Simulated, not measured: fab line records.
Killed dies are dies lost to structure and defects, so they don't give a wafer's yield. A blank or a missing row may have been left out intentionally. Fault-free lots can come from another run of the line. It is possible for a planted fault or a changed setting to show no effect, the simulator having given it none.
Which tool was responsible? || flow nand_harc || Sampling: 6 lots, 18 wafers, 3 of 1302 route steps

## WHAT EACH GAUGE READ, for each wafer
NHARC_P_GATE_CD_MEAS_11: the cd target is 1640 nm.
{"lot": "L707", "measured": "day 5 01:48", "on": "cd_sem-03", "cd_nm (nm)": "1641.4 1640.5 1638.8"}
{"lot": "L711", "measured": "day 6 08:26", "on": "cd_sem-02", "cd_nm (nm)": "1637.8 1641.1 1639.0"}
{"lot": "L716", "measured": "day 8 12:34", "on": "cd_sem-03", "cd_nm (nm)": "1641.9 1642.2 1642.5"}
{"lot": "L719", "measured": "day 9 16:34", "on": "cd_sem-03", "cd_nm (nm)": "1640.7 1641.3 1640.1"}
{"lot": "L726", "measured": "day 12 15:29", "on": "cd_sem-02", "cd_nm (nm)": "1639.4 1640.3 1637.7"}
{"lot": "L728", "measured": "day 13 09:31", "on": "cd_sem-01", "cd_nm (nm)": "1638.6 1640.5 1640.8"}

## WHAT TOOL EACH LOT RAN ON (gives the tool, then ch and the chambers of the sampled wafers, and finally the start)
{"lot": "L707", "NHARC_P_STI_ETCH_42": "rie_diel-07 ch 0,2, day 3 09:37", "NHARC_P_STI_ETCH_15": "rie_si-06 ch 0,3, day 3 09:48"}
{"lot": "L711", "NHARC_P_STI_ETCH_42": "rie_diel-05 ch 1,2,3, day 4 20:30", "NHARC_P_STI_ETCH_15": "rie_si-06 ch 0,1,3, day 4 20:43"}
{"lot": "L716", "NHARC_P_STI_ETCH_42": "rie_diel-05 ch 0,1, day 7 01:02", "NHARC_P_STI_ETCH_15": "rie_si-01 ch 0,2,3, day 7 01:16"}
{"lot": "L719", "NHARC_P_STI_ETCH_42": "rie_diel-11 ch 1,2, day 8 05:05", "NHARC_P_STI_ETCH_15": "rie_si-01 ch 0,1,2, day 8 05:17"}
{"lot": "L726", "NHARC_P_STI_ETCH_42": "rie_diel-11 ch 1,2,3, day 11 03:28", "NHARC_P_STI_ETCH_15": "rie_si-04 ch 0,1,3, day 11 03:40"}
{"lot": "L728", "NHARC_P_STI_ETCH_42": "rie_diel-07 ch 1,2, day 11 23:14", "NHARC_P_STI_ETCH_15": "rie_si-04 ch 0,2, day 11 23:26"}
- NHARC_P_STI_ETCH_42: etches the open film in N2/H2, target depth 80 nm, overetch 24 nm, time 61 s.
- NHARC_P_STI_ETCH_15: etches the open film in HBr/Cl2, target depth 300 nm, time 100.1 s.

## THE ANSWER, worked out from the rows above alone
Rule: the usual values come from the lots themselves. Put in order of their means at a reading, lots are off if they are a third of the lots or fewer, leave a main group of 4 or more, and stand apart from it by a gap of 3 or more times the standard deviation of the main group's means; of several such gaps the widest counts. If all means in a main group match to the digits the tables above print for the reading, that group is not used. Also off: a lot with no number at a reading for which 4 or more lots have one. The other lots that the step has rows for count as sound.
No lot is off at any reading shown: from this, nothing can be told.

## WHAT WAS PUT IN BY THE SIMULATOR
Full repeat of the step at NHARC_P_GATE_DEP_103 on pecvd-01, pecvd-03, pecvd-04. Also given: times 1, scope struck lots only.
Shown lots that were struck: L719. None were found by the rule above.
